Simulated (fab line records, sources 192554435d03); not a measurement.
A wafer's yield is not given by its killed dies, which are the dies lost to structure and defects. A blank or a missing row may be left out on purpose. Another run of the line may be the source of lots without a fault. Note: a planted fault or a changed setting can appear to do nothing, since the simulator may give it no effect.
Chamber matching :: flow n5_finfet :: 4 sister chambers for N5_BEOL_M9_ETCH_65 on rie_diel-05
The step etches SiARC in CF4, target depth 15.6 nm, time 26 s. 4 wafers are shown with their chamber, then 7 later ones without.

== WAFERS, EACH WITH ITS CHAMBER ==
wafer: L090.2
chamber: 0
throttle_valve_pct (%): 15.23

wafer: L090.4
chamber: 3
throttle_valve_pct (%): 15.82

wafer: L089.2
chamber: 1
throttle_valve_pct (%): 16.00

wafer: L089.4
chamber: 2
throttle_valve_pct (%): 15.27

== WAFERS WHOSE CHAMBER IS MISSING ==
wafer: L089.5
throttle_valve_pct (%): 15.83

wafer: L097.2
throttle_valve_pct (%): 15.30

wafer: L097.4
throttle_valve_pct (%): 15.39

wafer: L097.6
throttle_valve_pct (%): 15.29

wafer: L096.2
throttle_valve_pct (%): 15.31

wafer: L096.3
throttle_valve_pct (%): 15.39

wafer: L096.5
throttle_valve_pct (%): 16.03

== WHICH CHAMBER EACH ONE RAN IN ==
wafer: L089.5
from the rows above: 3
in truth: 3

wafer: L097.2
from the rows above: can't be placed: 2 or 0
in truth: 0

wafer: L097.4
from the rows above: can't be placed: 2 or 0
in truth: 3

wafer: L097.6
from the rows above: can't be placed: 2 or 0
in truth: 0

wafer: L096.2
from the rows above: can't be placed: 2 or 0
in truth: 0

wafer: L096.3
from the rows above: can't be placed: 2 or 0
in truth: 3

wafer: L096.5
from the rows above: 1
in truth: 1
Placed correctly: 2 of 7. Can't be placed from these rows: 5 (the true chamber is among the candidates in 3). Wrongly placed: 0.
How it was worked out, from the rows above alone: a wafer's distance from a chamber is the root of the sum, over the readings, of the square of ((its reading less the chamber's mean) divided by the reading's scatter). The wafer belongs to the nearest chamber; if the next one is less than 2 further off, it can't be placed. Each chamber's mean is taken over the wafers shown for it. The scatter: root of mean squared gap, hidden wafer to nearest shown wafer, with one shown wafer a chamber.
